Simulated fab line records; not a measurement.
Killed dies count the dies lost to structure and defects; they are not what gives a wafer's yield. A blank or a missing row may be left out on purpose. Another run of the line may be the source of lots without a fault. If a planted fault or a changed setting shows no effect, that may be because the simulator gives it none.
Split-lot trial / flow n5Finfet / on a route of 1938 steps: 7 lots, 21 wafers read

== THE SPLIT ==
At N5_BEOL_M1_ETCH_64 (etches SOC in N2/H2, target depth 75 nm, overetch 15 nm, time 112.5 s), the setting biasW was moved away from the recipe's 150 W on 9 of the 21 wafers read, by -16.8% to +7.3%. The other wafers ran this setting at the recipe's value.

The reading is taken at the split's own step.

== THE READING ==
rfVppV, in V, at N5_BEOL_M1_ETCH_64 (etches SOC in N2/H2, target depth 75 nm, overetch 15 nm, time 112.5 s). A value of 523.1 V with a standard deviation of 2.6 V is what fault-free wafers of this fab line usually give.

wafer=L074.1; tool, chamber at the split=rieDiel-05, 3; biasW as run, W=150; against the recipe=recipe; rfVppV, V=524.7; against lot-mates on the recipe=-
wafer=L074.2; tool, chamber at the split=rieDiel-05, 0; biasW as run, W=161; against the recipe=+7.3%; rfVppV, V=548.0; against lot-mates on the recipe=+23.3
wafer=L074.6; tool, chamber at the split=rieDiel-05, 0; biasW as run, W=161; against the recipe=+7.3%; rfVppV, V=545.6; against lot-mates on the recipe=+20.9
wafer=L076.1; tool, chamber at the split=rieDiel-02, 2; biasW as run, W=141.6; against the recipe=-5.6%; rfVppV, V=502.6; against lot-mates on the recipe=-22.2
wafer=L076.3; tool, chamber at the split=rieDiel-02, 0; biasW as run, W=150; against the recipe=recipe; rfVppV, V=524.8; against lot-mates on the recipe=-
wafer=L076.6; tool, chamber at the split=rieDiel-02, 0; biasW as run, W=141.6; against the recipe=-5.6%; rfVppV, V=506.1; against lot-mates on the recipe=-18.7
wafer=L079.2; tool, chamber at the split=rieDiel-02, 2; biasW as run, W=150; against the recipe=recipe; rfVppV, V=523.1; against lot-mates on the recipe=-
wafer=L079.4; tool, chamber at the split=rieDiel-02, 1; biasW as run, W=134.4; against the recipe=-10.4%; rfVppV, V=486.4; against lot-mates on the recipe=-36.7
wafer=L079.6; tool, chamber at the split=rieDiel-02, 2; biasW as run, W=134.4; against the recipe=-10.4%; rfVppV, V=487.4; against lot-mates on the recipe=-35.7
wafer=L081.3; tool, chamber at the split=rieDiel-03, 0; biasW as run, W=150; against the recipe=recipe; rfVppV, V=525.4; against lot-mates on the recipe=-
wafer=L081.4; tool, chamber at the split=rieDiel-03, 1; biasW as run, W=150; against the recipe=recipe; rfVppV, V=523.2; against lot-mates on the recipe=-
wafer=L081.6; tool, chamber at the split=rieDiel-03, 2; biasW as run, W=150; against the recipe=recipe; rfVppV, V=519.3; against lot-mates on the recipe=-
wafer=L095.1; tool, chamber at the split=rieDiel-02, 1; biasW as run, W=150; against the recipe=recipe; rfVppV, V=521.3; against lot-mates on the recipe=-
wafer=L095.4; tool, chamber at the split=rieDiel-02, 3; biasW as run, W=150; against the recipe=recipe; rfVppV, V=520.1; against lot-mates on the recipe=-
wafer=L095.5; tool, chamber at the split=rieDiel-02, 2; biasW as run, W=150; against the recipe=recipe; rfVppV, V=522.3; against lot-mates on the recipe=-
wafer=L094.1; tool, chamber at the split=rieDiel-03, 0; biasW as run, W=150; against the recipe=recipe; rfVppV, V=527.6; against lot-mates on the recipe=-
wafer=L094.3; tool, chamber at the split=rieDiel-03, 2; biasW as run, W=150; against the recipe=recipe; rfVppV, V=519.1; against lot-mates on the recipe=-
wafer=L094.6; tool, chamber at the split=rieDiel-03, 0; biasW as run, W=124.8; against the recipe=-16.8%; rfVppV, V=468.6; against lot-mates on the recipe=-54.8
wafer=L097.1; tool, chamber at the split=rieDiel-02, 2; biasW as run, W=150; against the recipe=recipe; rfVppV, V=521.5; against lot-mates on the recipe=-
wafer=L097.2; tool, chamber at the split=rieDiel-02, 3; biasW as run, W=128.9; against the recipe=-14.1%; rfVppV, V=473.4; against lot-mates on the recipe=-48.1
wafer=L097.5; tool, chamber at the split=rieDiel-02, 3; biasW as run, W=128.9; against the recipe=-14.1%; rfVppV, V=473.0; against lot-mates on the recipe=-48.5

THE FIT
A straight line over all 21 wafers: rfVppV changes by +3.38 V for each +1% of biasW; r = +0.99; the points scatter about the line by 2.3 V.
The same after taking each lot's own level away (the mean of its wafers on the recipe; 21 wafers): +3.33 V for each +1%; r = +1.00; scatter 2.1 V.
Per that fit: largest biasW move, reading shift of 56 V.
From 521.23 to 524.80 V: that is the span of the lots' own levels, equal to 1.4 times the standard deviation above.
Consequently the slope shifts little with the lot-to-lot level, the two slopes agreeing.
Check: for one of the wafers moved furthest among these (-16.8%), held out of the fit, the line's prediction against its lot-mates is -57.2 V. Against them it came out at -54.8 V.
Tool readings at the split's step, against how far the setting was moved: rfVppV r = +0.99.

== OTHER SPLITS APPLIED TO THESE WAFERS ==
Other splits were also applied to these wafers ahead of the reading. Each is held against what the fit with the lots' levels taken away leaves over:
other split on the same wafers=N5_ILD0_CMP_12 downForcePsi; wafers away from the commonest value=5; r with rfVppV (lot level and that fit taken away)=+0.10
other split on the same wafers=N5_SDB_COAT_05 spinRpm; wafers away from the commonest value=6; r with rfVppV (lot level and that fit taken away)=+0.07
other split on the same wafers=N5_HKMG_FIN_COAT_06 spinRpm; wafers away from the commonest value=5; r with rfVppV (lot level and that fit taken away)=+0.05
other split on the same wafers=N5_HKMG_FIN_DEVELOP_11 developTimeS; wafers away from the commonest value=6; r with rfVppV (lot level and that fit taken away)=-0.08
other split on the same wafers=N5_MOL_CONTACT_COAG_VIA_ETCH_117 biasW; wafers away from the commonest value=12; r with rfVppV (lot level and that fit taken away)=+0.01
other split on the same wafers=N5_BEOL_M0_SAQP_COAT_08 spinRpm; wafers away from the commonest value=6; r with rfVppV (lot level and that fit taken away)=+0.23
other split on the same wafers=N5_BEOL_M0_SAQP_DEVELOP_13 developTimeS; wafers away from the commonest value=8; r with rfVppV (lot level and that fit taken away)=-0.18
other split on the same wafers=N5_BEOL_M0_CUTY_ETCH_63 sourceW; wafers away from the commonest value=5; r with rfVppV (lot level and that fit taken away)=+0.01
other split on the same wafers=N5_BEOL_M0_ETCH_128 sourceW; wafers away from the commonest value=9; r with rfVppV (lot level and that fit taken away)=-0.19

== THE WHOLE CHAIN: every reading that the file lists as answering this split, in the file's order ==
step=N5_BEOL_M1_ETCH_64; what it does=etches SOC in N2/H2, target depth 75 nm, overetch 15 nm, time 112.5 s; reading=rfVppV; change (the file's fit)=+3.34 V for each +1% of the setting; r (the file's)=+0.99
step=N5_BEOL_M1_ETCH_64; what it does=etches SOC in N2/H2, target depth 75 nm, overetch 15 nm, time 112.5 s; reading=SiARC_of_BEOL_M1_COAT_62.thkNm (the simulator's own value, which no gauge read); change (the file's fit)=-0.0714 nm for each +1% of the setting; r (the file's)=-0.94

== FILE'S OWN FIT ==
rfVppV changes by +3.34 V for each +1% of biasW, r = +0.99.
